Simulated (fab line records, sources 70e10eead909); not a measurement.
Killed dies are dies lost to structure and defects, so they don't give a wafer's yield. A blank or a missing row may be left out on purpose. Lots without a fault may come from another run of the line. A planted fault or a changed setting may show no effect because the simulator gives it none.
One fault seen from 2 desks | flow nand_harc | each desk has only its own numbers; what lay behind them comes last

THE METROLOGY DESK
What the gauges read, lot by lot, whatever tool the lot ran on: means of the sampled wafers that have a number. A lot is out of limits, marked OUT, if its mean lies more than 4 standard deviations from the usual mean; the brackets give that distance.
Columns: A = thk_nm at NHARC_A_ONON_D2_THK_MEAS_18, usual 999 nm; B = thk_nm at NHARC_A_ONON_D2_THK_MEAS_21, usual 1004 nm; C = thk_nm at NHARC_A_ONON_D2_THK_MEAS_30, usual 1000 nm
lot  | first seen here | A    | B    | C
L680 | day 12 23:10    | 995  | 1018 | 989
L679 | day 13 03:59    | 995  | 984  | 1003
L681 | day 13 14:10    | 987  | 995  | 1013
L683 | day 14 12:31    | 1001 | 1002 | 994
L688 | day 16 21:31    | 996  | 1001 | 1312 (+31) OUT
L690 | day 17 20:19    | 985  | 1010 | 1289 (+29) OUT
L694 | day 19 10:53    | 998  | 1000 | 1001
L697 | day 20 00:15    | 1002 | 1001 | 998
L696 | day 20 00:26    | 1002 | 1009 | 987
L699 | day 21 13:53    | 1002 | 1021 | 1010
L700 | day 21 13:53    | 999  | 1010 | 981
L701 | day 22 03:22    | 987  | 1008 | 1006
This desk's finding: out of limits on L688, L690; first on L688, day 16 23:47 (thk_nm at NHARC_A_ONON_D2_THK_MEAS_30). In limits: L680, L679, L681, L683, L694, L697, L696, L699, L700, L701.

THE TOOL OWNER'S DESK: pecvd_onon-01
The tool's own readings at NHARC_A_ONON_D2_DEP_28 (target thk 1000 nm): means of the sampled wafers that have a number, for each lot that ran on this tool. A lot is out of limits, marked OUT, if its mean lies more than 4 standard deviations from the usual mean; the brackets give that distance.
Columns: A = n2o_flow_sccm at NHARC_A_ONON_D2_DEP_28, usual 2001 sccm
lot  | first seen here | A
L683 | day 14 14:20    | 2002
L688 | day 16 23:17    | 2000
L690 | day 17 22:04    | 2005
L699 | day 21 15:39    | 1997
This desk's finding: nothing out of limits on any of the 4 lots.

PUT TOGETHER
The metrology desk could have raised an alarm at day 16 23:47, on L688, L690.
The tool owner's desk saw nothing out of limits.
The tool owner's desk has L688, L690 on record, within its limits.
Of the lots named, all ran NHARC_A_ONON_D2_DEP_28 on pecvd_onon-01.

WHAT THE SIMULATOR HAD PUT IN
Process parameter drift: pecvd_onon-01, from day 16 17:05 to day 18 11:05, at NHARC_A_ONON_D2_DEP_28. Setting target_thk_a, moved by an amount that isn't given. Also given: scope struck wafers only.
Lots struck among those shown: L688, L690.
Hours from the fault's start to each desk's first reading out of limits: the metrology desk, 7.
